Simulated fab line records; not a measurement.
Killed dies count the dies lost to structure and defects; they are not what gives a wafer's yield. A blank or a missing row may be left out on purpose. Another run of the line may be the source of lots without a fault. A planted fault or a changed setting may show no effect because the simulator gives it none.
fab line records | flow n5-finfet | part 1 of 2: steps 1 to 42 of 44
record lots=5 wafers=14 last-day=18
route steps=1938 shown SD_EPI_N@266 SD_EPI_P@295 BEOL_M4@1111 PASSIVATION@1936
lots that met no fault: taken from a fault-free run of the same line
start-h: hours from the record's opening day to when the first of the lot's shown wafers began | wait-h: hours from the lot's prior step to this one | " as in the row above | L1.1+2: several wafers, shown together as one row | - either no value or no given start | * or withheld: withheld | < > ~ a bound
route shown NAME@n: a module of which the file shows steps, and the number in the route of the first | usual: mean/standard deviation taken from wafers without a fault | same: alike in all rows | chamber/n: place in a boat | sites: per-site readings | _std_site: the standard deviation of these | _edge_site: mean of outer sites minus mean of inner sites | radius-mm: how far each site lies from the wafer's centre | mask NAME#n: copy n | behind: the last tool/chamber to shape the wafer | hold: cause of the lot's hold/its duration in hours/its outcome | device: transistor that didn't switch, given as n, p or np | end of line: the tests these same wafers got at the end of their route | a step without rows: its recipe alone | killed: not the wafer's yield, but the dies lost to structure and defects at the first sort | map: shows each die of a wafer: x if killed, . if not, _ if none is there
set.NAME: the setting that was run; set.NAME@STEP: the one run at that earlier step | model.NAME: the simulator's own value behind a step, which no gauge read
lots seen at some steps along the route; tables by step, rows by wafer
services: a tool's chamber out of use, with start hour (start-h, from the record's first day; less than 0 if before it), hours out, and reason
## steps
# step N5_SD_EPI_N_SOFTBAKE_04
# recipe temp-c=110 time-s=60 resist=CAR-ArF-block
# step N5_SD_EPI_N_EXPOSE_06
# recipe mask-id=SD_N_BLK na=1.35 source-shape=conventional sigma-outer=0.8 polarization=unpolarized target-cd-nm=120 dose-mj=39.75
# step N5_SD_EPI_N_PEB_07
# recipe peb-temp-c=110 peb-time-s=60 resist=CAR-ArF-block
# step N5_SD_EPI_N_DEVELOP_08
# recipe develop-time-s=30 developer=TMAH resist=CAR-ArF-block dev-temp-c=23 rinse-liquid=diw dry=air-spin
# step N5_SD_EPI_N_CD_MEAS_09
# recipe target-cd-nm=120 landing-energy-ev=500 detector=se-inlens
# usual cd-nm=119.3/0.67
# columns lot.wafer tool chamber start-h wait-h cd-nm
L698.1 cd-sem-01 0 49.73 - 120.5
L698.3 " 0 " " 119.9
L698.4 " 0 " " 120.5
L707.1 cd-sem-03 0 102.57 - 120.3
L707.3 " 0 " " 119.3
L712.1 cd-sem-01 0 137.44 - 119.6
L712.3 " 0 " " 118.2
L712.4 " 0 " " 119.8
L713.2 cd-sem-02 0 141.48 - 119.2
L713.3 " 0 " " 119.4
L713.5 " 0 " " 119.0
L721.1 cd-sem-03 0 193.19 - 117.5
L721.4 " 0 " " 118.0
L721.6 " 0 " " 119.1
# step N5_SD_EPI_N_OVL_MEAS_10
# recipe points-per-wafer=44
# usual SD_N_BLK_OVL=-0.2/0.79
# columns lot.wafer tool chamber start-h wait-h SD_N_BLK_OVL[nm]
L698.1 overlay-02 0 49.76 0.0 -0.4
L698.3 " 0 " " -0.6
L698.4 " 0 " " -1.1
L707.1 overlay-02 0 102.60 0.0 -0.1
L707.3 " 0 " " -0.3
L712.1 overlay-02 0 137.47 0.0 -0.5
L712.3 " 0 " " 0.3
L712.4 " 0 " " 0.7
L713.2 overlay-02 0 141.52 0.0 0.3
L713.3 " 0 " " 0.5
L713.5 " 0 " " 0.7
L721.1 overlay-01 0 193.22 0.0 -0.5
L721.4 " 0 " " -1.3
L721.6 " 0 " " -0.6
# step N5_SD_EPI_N_INSPECT_11
# recipe mode=adi inspect-instrument=macro
# usual raw-defect-count=2.1/1.4
# columns lot.wafer tool chamber start-h wait-h raw-defect-count
L698.1 defect-inspect-01 - 49.78 0.0 1
L698.3 " - " " 3
L698.4 " - " " 1
L707.1 defect-inspect-01 - 102.63 0.0 3
L707.3 " - " " 3
L712.1 defect-inspect-01 - 137.49 0.0 2
L712.3 " - " " 5
L712.4 " - " " 1
L713.2 defect-inspect-01 - 141.54 0.0 5
L713.3 " - " " 1
L713.5 " - " " 3
L721.1 defect-inspect-01 - 193.24 0.0 4
L721.4 " - " " 2
L721.6 " - " " 2
# step N5_SD_EPI_N_DESCUM_14
# recipe chemistry=O2 time-s=7.9 source-power-w=50 bias-power-w=20 pressure-mtorr=20 rf-frequency-hz=2.712e+07 temp-c=40 resist=CAR-ArF-block o2-flow-sccm=225
# step N5_SD_EPI_N_ETCH_34
# recipe chemistry=CF4 target=SiARC target-depth-a=455 mask-material=CAR-ArF-block time-s=75.8 ion-energy-ev=80 pressure-mtorr=40 source-w=545 bias-w=36 Ar_flow_sccm=100 cf4-flow-sccm=100 ends=cleared
# usual drypump-motor-current-A=5.6/0.51 etch-rf-on-time-s=76.2/2.1 oes-product-au=0.68/0.078 rf-vpp-V=184.1/1.3 showerhead-plenum-p-Torr=2.15/0.066 throttle-valve-pct=15.4/0.32
# columns lot.wafer tool chamber start-h wait-h drypump-motor-current-A etch-rf-on-time-s oes-product-au rf-hours-counter-h rf-vpp-V showerhead-plenum-p-Torr throttle-valve-pct
L698.1 rie-diel-02 1 49.85 0.0 6.0 75.9 0.64 168 184.8 2.21 15.6
L698.3 " 0 " " 5.7 73.6 0.78 25 183.6 2.11 15.2
L698.4 " 3 " " 5.8 75.2 0.73 - 183.7 2.17 15.3
L707.1 rie-diel-02 3 102.70 0.0 5.8 74.0 0.72 83 183.0 2.16 15.3
L707.3 " 1 " " 6.0 76.2 0.62 188 185.6 2.20 15.7
L712.1 rie-diel-06 3 137.56 0.0 6.7 79.4 0.60 202 184.5 2.21 15.9
L712.3 " 1 " " 5.1 74.8 0.58 238 186.0 2.11 15.7
L712.4 " 0 " " 5.0 74.2 0.78 39 186.3 2.27 15.2
L713.2 rie-diel-06 0 142.13 0.0 5.0 74.2 0.78 41 186.3 2.27 15.2
L713.3 " 2 " " 6.4 74.1 0.60 225 183.0 2.04 16.2
L713.5 " 3 " " 6.6 79.0 0.59 - 185.1 2.21 15.9
L721.1 rie-diel-02 3 193.31 0.0 5.8 75.4 0.68 112 185.1 2.15 15.4
L721.4 " 2 " " 5.4 77.4 0.74 43 186.3 2.26 15.1
L721.6 " 3 " " 5.8 75.3 0.68 - 184.6 2.15 15.4
# step N5_SD_EPI_N_ETCH_35
# recipe chemistry=N2/H2 target=SOC overetch-a=1080 mask-material=SiARC temp-c=40 ion-energy-ev=100 source-w=3000 bias-w=133 pressure-mtorr=20 time-s=486 n2-flow-sccm=200 h2-flow-sccm=200
# step N5_SD_EPI_N_STRIP_36
# recipe chemistry=N2/H2 temp-c=40 n2-flow-sccm=200 h2-flow-sccm=200 rf-frequency-hz=6e+07
# step N5_SD_EPI_N_ETCHBACK_44
# recipe chemistry=CH3F/O2 mode=anisotropic-etchback target=SiNx target-depth-a=145 stop-on=SiO2 over-etch-frac=0.3 ion-energy-ev=120 pressure-mtorr=30 source-w=395 bias-w=73 Ar_flow_sccm=150 CH3F_flow_sccm=30 O2_flow_sccm=20
# step N5_SD_EPI_N_ETCH_45
# recipe chemistry=CH3F/O2 target=SiOCN target-depth-a=60 mask-material=SOC ion-energy-ev=60 bias-w=29 pressure-mtorr=15 source-w=410 Ar_flow_sccm=150 CH3F_flow_sccm=30 O2_flow_sccm=20
# usual drypump-motor-current-A=5.6/0.51 oes-product-au=0.80/0.091 rf-vpp-V=127.5/1 showerhead-plenum-p-Torr=2.00/0.06 throttle-valve-pct=23.1/0.34
# columns lot.wafer tool chamber start-h wait-h drypump-motor-current-A oes-product-au rf-hours-counter-h rf-vpp-V showerhead-plenum-p-Torr throttle-valve-pct model.etch.depth-nm
L698.1 rie-diel-02 1 50.33 0.1 6.0 0.77 168 129.0 2.06 23.3 6.095
L698.3 " 0 " " 5.7 0.92 25 127.7 1.96 22.9 6.217
L698.4 " 3 " " 5.8 0.87 - 126.7 2.02 23.0 6.194
L707.1 rie-diel-02 3 103.18 0.1 5.8 0.83 83 126.3 2.02 23.0 1.64
L707.3 " 1 " " 6.0 0.73 188 129.4 2.06 23.3 1.61
L712.1 rie-diel-06 3 138.04 0.1 6.6 0.70 202 128.4 2.05 23.4 5.735
L712.3 " 1 " " 5.1 0.67 239 126.9 1.96 23.2 5.915
L712.4 " 0 " " 5.0 0.91 39 128.3 2.12 22.9 6.018
L713.2 rie-diel-06 0 142.61 0.1 5.0 0.92 41 129.1 2.12 22.9 6.081
L713.3 " 2 " " 6.4 0.70 225 128.3 1.90 24.0 5.985
L713.5 " 3 " " 6.6 0.70 - 128.9 2.05 23.4 5.773
L721.1 rie-diel-02 3 193.79 0.1 5.8 0.80 113 126.4 2.01 23.0 6.07
L721.4 " 2 " " 5.4 0.87 43 127.4 2.10 22.7 5.988
L721.6 " 3 " " 5.8 0.81 - 126.3 2.01 23.0 6.046
# step N5_SD_EPI_N_ETCH_16
# recipe chemistry=CHF3/O2 target=SiO2 target-depth-a=50 mask-material=SOC pressure-mtorr=30 source-w=650 bias-w=170 Ar_flow_sccm=200 CHF3_flow_sccm=50 O2_flow_sccm=5 ion-energy-ev=200
# step N5_SD_EPI_N_STRIP_47
# recipe chemistry=CHF3/O2 resist=SiARC rf-frequency-hz=6e+07
# step N5_SD_EPI_N_SD_RECESS_17
# recipe chemistry=HBr/Cl2/O2 target-depth-a=410 mask-material=SOC time-s=23.7 bt-time-s=3 pressure-mtorr=10 icp-w=800 bias-w=112 HBr_flow_sccm=150 Cl2_flow_sccm=80 O2_flow_sccm=12
# usual drypump-motor-current-A=5.6/0.61 oes_o_777_au=1.002/0.019 oes-product-au=0.999/0.017 throttle-valve-pct=37.10/0.28
# same bt-time-s=3
# columns lot.wafer tool chamber start-h wait-h drypump-motor-current-A oes_o_777_au oes-product-au rf-hours-counter-h throttle-valve-pct
L698.1 rie-si-01 3 50.50 0.0 6.6 1.014 1.009 5 36.83
L698.3 " 0 " " 5.8 1.024 1.012 1 36.87
L698.4 " 1 " " 5.9 1.011 1.003 11 37.19
L707.1 rie-si-04 0 103.35 0.0 5.8 1.035 1.016 99 36.91
L707.3 " 1 " " 4.8 0.975 0.974 57 37.46
L712.1 rie-si-03 1 138.21 0.0 4.8 1.006 1.016 92 37.24
L712.3 " 0 " " 4.7 0.997 1.004 124 37.49
L712.4 " 0 " " 4.7 1.006 1.000 - 37.50
L713.2 rie-si-01 3 142.78 0.0 6.6 1.018 1.005 7 36.80
L713.3 " 2 " " 5.9 1.016 1.019 39 36.84
L713.5 " 2 " " 5.9 1.012 1.023 - 36.82
L721.1 rie-si-04 2 193.96 0.0 4.8 0.987 0.978 117 36.59
L721.4 " 1 " " 4.8 0.974 0.987 59 37.46
L721.6 " 0 " " 5.8 1.031 1.004 - 36.93
# step N5_SD_EPI_N_STRIP_38
# recipe chemistry=N2/H2 power-w=1000 temp-c=250 h2-frac=0.65 overash-fraction=0.3 pressure-mtorr=withheld n2-flow-sccm=1750 h2-flow-sccm=3250
# step N5_SD_EPI_N_WET_ETCH_43
# recipe chemistry=dHF dilution=withheld time-s=14 target=SiO2 target-depth-a=15 temp-c=25
# step N5_SD_EPI_N_STRIP_18
# recipe chemistry=SPM time-s=750 temp-c=130 h2so4-h2o2-vol-ratio=4
# step N5_SD_EPI_N_SRD_20
# recipe dry=ipa-marangoni do-ppb=5 time-s=30 temp-c=23 rinse-liquid=diw
# step N5_SD_EPI_N_PRECLEAN_48
# recipe chemistry=NF3:NH3 afs-cycles=2 temp-c=30 time-s=20 sublimation-temp-c=180 sublimation-time-s=60 pressure-torr=3 rf-power-w=30
# step N5_SD_EPI_N_VAPOR_ETCH_50
# recipe chemistry=HCl target=Si temp-c=775 time-s=54 pressure-torr=20 mode=isotropic
# usual throttle-valve-pct=11.4/0.35
# columns lot.wafer tool chamber start-h wait-h throttle-valve-pct
L698.1 epi-rpcvd-04 0 51.33 0.3 12.5
L698.3 " 0 " " 11.9
L698.4 " 0 " " 12.3
L707.1 epi-rpcvd-01 0 104.15 0.3 11.2
L707.3 " 0 " " 11.6
L712.1 epi-rpcvd-01 0 139.14 0.4 11.2
L712.3 " 0 " " 11.4
L712.4 " 0 " " 11.2
L713.2 epi-rpcvd-01 0 143.79 0.4 11.0
L713.3 " 0 " " 11.3
L713.5 " 0 " " 11.3
L721.1 epi-rpcvd-01 0 194.89 0.4 11.3
L721.4 " 0 " " 11.3
L721.6 " 0 " " 11.2
# step N5_SD_EPI_N_EPI_21
# recipe material=Si:P dopant=P temp-c=680 pressure-torr=255 time-s=690
# step N5_SD_EPI_N_EPI_MEAS_23
# recipe mode=xrd
# usual thk-nm=59.0/1.1
# columns lot.wafer tool chamber start-h wait-h thk-nm
L698.1 film-metro-01 - 53.23 1.4 60.2
L698.3 " - " " 59.8
L698.4 " - " " 59.2
L707.1 film-metro-01 - 106.06 1.4 57.9
L707.3 " - " " 58.3
L712.1 film-metro-02 - 141.66 1.9 60.8
L712.3 " - " " 57.0
L712.4 " - " " 58.3
L713.2 film-metro-01 - 146.28 1.5 58.5
L713.3 " - " " 57.8
L713.5 " - " " 58.3
L721.1 film-metro-01 - 197.40 1.9 59.1
L721.4 " - " " 57.8
L721.6 " - " " 58.6
# step N5_SD_EPI_N_PRECLEAN_24
# recipe chemistry=O3/DIW time-s=60 temp-c=22 o3-ppm=10
# step N5_SD_EPI_N_SRD_25
# recipe time-s=30 temp-c=23 rinse-liquid=diw dry=ipa-marangoni
# step N5_SD_EPI_N_PRECLEAN_49
# recipe chemistry=NF3:NH3 afs-cycles=1 temp-c=30 time-s=20 sublimation-temp-c=180 sublimation-time-s=60 pressure-torr=3 rf-power-w=30
# step N5_SD_EPI_N_LINER_46
# recipe material=SiNx target-thk-a=30 temp-c=400 ald-precursor-family=SiH2I2 ald-co-reactant=N2/H2-plasma pressure-torr=2
# usual heater-power-w=831/120
# columns lot.wafer tool chamber start-h wait-h heater-power-w
L698.1 ald-sin-01 1 53.54 0.2 753
L698.3 " 0 " " 846
L698.4 " 2 " " 972
L707.1 ald-sin-03 2 106.37 0.2 547
L707.3 " 0 " " 822
L712.1 ald-sin-01 1 141.96 0.2 753
L712.3 " 0 " " 826
L712.4 " 3 " " 935
L713.2 ald-sin-04 0 146.62 0.1 949
L713.3 " 1 " " 763
L713.5 " 1 " " 762
L721.1 ald-sin-04 0 198.07 0.5 951
L721.4 " 2 " " 879
L721.6 " 3 " " 649
# step N5_SD_EPI_N_INSPECT_26
# recipe inspect-instrument=darkfield mode=post-epi
# usual raw-defect-count=209/49
# columns lot.wafer tool chamber start-h wait-h raw-defect-count
L698.1 defect-inspect-01 - 53.79 0.1 183
L698.3 " - " " 187
L698.4 " - " " 209
L707.1 defect-inspect-01 - 106.62 0.1 170
L707.3 " - " " 163
L712.1 defect-inspect-01 - 142.21 0.1 137
L712.3 " - " " 214
L712.4 " - " " 154
L713.2 defect-inspect-02 - 146.89 0.2 191
L713.3 " - " " 198
L713.5 " - " " 175
L721.1 defect-inspect-01 - 198.32 0.1 195
L721.4 " - " " 218
L721.6 " - " " 193
# step N5_SD_EPI_P_COAT_34
# recipe resist=SOC temp-c=250 time-s=60 spin-rpm=1500 resist-thk-nm=350
# step N5_SD_EPI_P_COAT_35
# recipe resist=SiARC temp-c=220 time-s=60 spin-rpm=1500 resist-thk-nm=35
# step N5_SD_EPI_P_COAT_03
# recipe resist=CAR-ArF-block spin-rpm=1500 resist-thk-nm=150
# step N5_SD_EPI_P_EBR_05
# recipe solvent=PGMEA ebr-width-mm=1.5
# step N5_SD_EPI_P_SOFTBAKE_04
# recipe temp-c=110 time-s=60 resist=CAR-ArF-block
# step N5_SD_EPI_P_EXPOSE_06
# recipe mask-id=SD_P_BLK na=1.35 source-shape=conventional sigma-outer=0.8 polarization=unpolarized target-cd-nm=240 dose-mj=39.5
# step N5_SD_EPI_P_PEB_07
# recipe peb-temp-c=110 peb-time-s=60 resist=CAR-ArF-block
# step N5_SD_EPI_P_DEVELOP_08
# recipe develop-time-s=30 developer=TMAH resist=CAR-ArF-block dev-temp-c=23 rinse-liquid=diw dry=air-spin
# step N5_SD_EPI_P_CD_MEAS_09
# recipe target-cd-nm=240 landing-energy-ev=500 detector=se-inlens
# usual cd-nm=240.3/0.8
# columns lot.wafer tool chamber start-h wait-h cd-nm
L698.1 cd-sem-03 0 54.07 - 240.2
L698.3 " 0 " " 241.0
L698.4 " 0 " " 241.0
L707.1 cd-sem-01 0 107.02 - 240.6
L707.3 " 0 " " 239.3
L712.1 cd-sem-03 0 142.61 - 241.2
L712.3 " 0 " " 240.4
L712.4 " 0 " " 239.7
L713.2 cd-sem-01 0 147.29 - 240.7
L713.3 " 0 " " 240.0
L713.5 " 0 " " 239.7
L721.1 cd-sem-02 0 198.72 - 241.3
L721.4 " 0 " " 241.7
L721.6 " 0 " " 241.0
# step N5_SD_EPI_P_OVL_MEAS_10
# recipe points-per-wafer=44
# usual SD_P_BLK_OVL=-0.2/0.9
# columns lot.wafer tool chamber start-h wait-h SD_P_BLK_OVL[nm]
L698.1 overlay-01 0 54.10 0.0 -1.4
L698.3 " 0 " " -1.4
L698.4 " 0 " " 0.3
L707.1 overlay-02 0 107.05 0.0 -0.8
L707.3 " 0 " " -0.4
L712.1 overlay-02 0 142.64 0.0 -0.1
L712.3 " 0 " " -0.7
L712.4 " 0 " " -2.5
L713.2 overlay-02 0 147.32 0.0 -1.4
L713.3 " 0 " " -1.8
L713.5 " 0 " " 0.1
L721.1 overlay-01 0 198.75 0.0 -0.2
L721.4 " 0 " " -0.5
L721.6 " 0 " " -2.2
# step N5_SD_EPI_P_INSPECT_11
# recipe mode=adi inspect-instrument=macro
# usual raw-defect-count=2.0/1.4
# columns lot.wafer tool chamber start-h wait-h raw-defect-count
L698.1 defect-inspect-02 - 54.12 0.0 1
L698.3 " - " " 3
L698.4 " - " " 0
L707.1 defect-inspect-02 - 107.07 0.0 2
L707.3 " - " " 4
L712.1 defect-inspect-02 - 142.66 0.0 1
L712.3 " - " " 1
L712.4 " - " " 1
L713.2 defect-inspect-01 - 147.34 0.0 1
L713.3 " - " " 6
L713.5 " - " " 2
L721.1 defect-inspect-01 - 198.78 0.0 4
L721.4 " - " " 0
L721.6 " - " " 0
# step N5_SD_EPI_P_DESCUM_14
# recipe chemistry=O2 time-s=7.9 source-power-w=50 bias-power-w=20 pressure-mtorr=20 rf-frequency-hz=2.712e+07 temp-c=40 resist=CAR-ArF-block o2-flow-sccm=225
# step N5_SD_EPI_P_ETCH_36
# recipe chemistry=CF4 target=SiARC target-depth-a=455 mask-material=CAR-ArF-block time-s=75.8 ion-energy-ev=80 pressure-mtorr=40 source-w=545 bias-w=36 Ar_flow_sccm=100 cf4-flow-sccm=100 ends=cleared
# usual drypump-motor-current-A=5.5/0.4 etch-rf-on-time-s=75.7/1.2 oes-product-au=0.67/0.07 rf-vpp-V=183.8/1 showerhead-plenum-p-Torr=2.12/0.073 throttle-valve-pct=15.47/0.22
# columns lot.wafer tool chamber start-h wait-h drypump-motor-current-A etch-rf-on-time-s oes-product-au rf-hours-counter-h rf-vpp-V showerhead-plenum-p-Torr throttle-valve-pct
L698.1 rie-diel-03 2 54.19 0.0 5.0 76.0 0.60 223 184.6 2.20 15.68
L698.3 " 0 " " 6.0 73.9 0.61 199 182.9 2.11 15.40
L698.4 " 1 " " 6.3 74.1 0.62 201 185.2 2.21 15.94
L707.1 rie-diel-01 2 107.14 0.0 5.2 76.6 0.69 110 183.0 2.08 15.51
L707.3 " 1 " " 5.8 74.6 0.75 52 182.7 2.10 15.29
L712.1 rie-diel-01 2 142.73 0.0 5.2 76.5 0.68 120 183.7 2.07 15.52
L712.3 " 3 " " 5.6 76.8 0.65 138 184.3 2.24 15.48
L712.4 " 0 " " 4.9 75.0 0.59 250 183.8 2.11 15.70
L713.2 rie-diel-01 3 147.83 0.0 5.6 77.0 0.66 140 185.7 2.24 15.49
L713.3 " 2 " " 5.2 76.8 0.68 122 182.4 2.07 15.53
L713.5 " 1 " " 5.8 74.0 0.74 - 183.7 2.10 15.32
L721.1 rie-diel-01 3 198.84 0.0 5.6 76.1 0.65 156 185.0 2.24 15.52
L721.4 " 0 " " 4.9 77.0 0.80 10 183.7 2.11 15.19
L721.6 " 0 " " 5.0 76.7 0.79 - 183.4 2.11 15.19
## key
first-sign step=N5_BEOL_M4_RC_MEAS_101 reading=REXT_N direction=up sigmas=3.7 usual=75.8 struck=82.2
effect step=N5_BEOL_M4_RC_MEAS_101 reading=RC_DENSE_N direction=up sigmas=3.2 usual=19.2 struck=20.7
effect step=N5_BEOL_M4_RC_MEAS_101 reading=RC_N direction=up sigmas=2.9 usual=15.7 struck=16.7
model-effect step=N5_SD_EPI_N_ETCH_45 value=etch.depth-nm without=5.998 struck=1.625
met-at N5_SD_EPI_N_ETCH_45
struck-wafers L707.1,L707.3
onset-between 50.33 103.18
also-fits N5_SD_EPI_N_LINER_46:ald-sin-03
fault kind=process-parameter-drift tool=rie-diel-02 chamber=- onset-h=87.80 steps=N5_SD_EPI_N_ETCH_45 channel=target-depth-a offset=-43.741 shape=step end-h=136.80 scope=struck-wafers-only acts-in=these-recipes-only stated=60
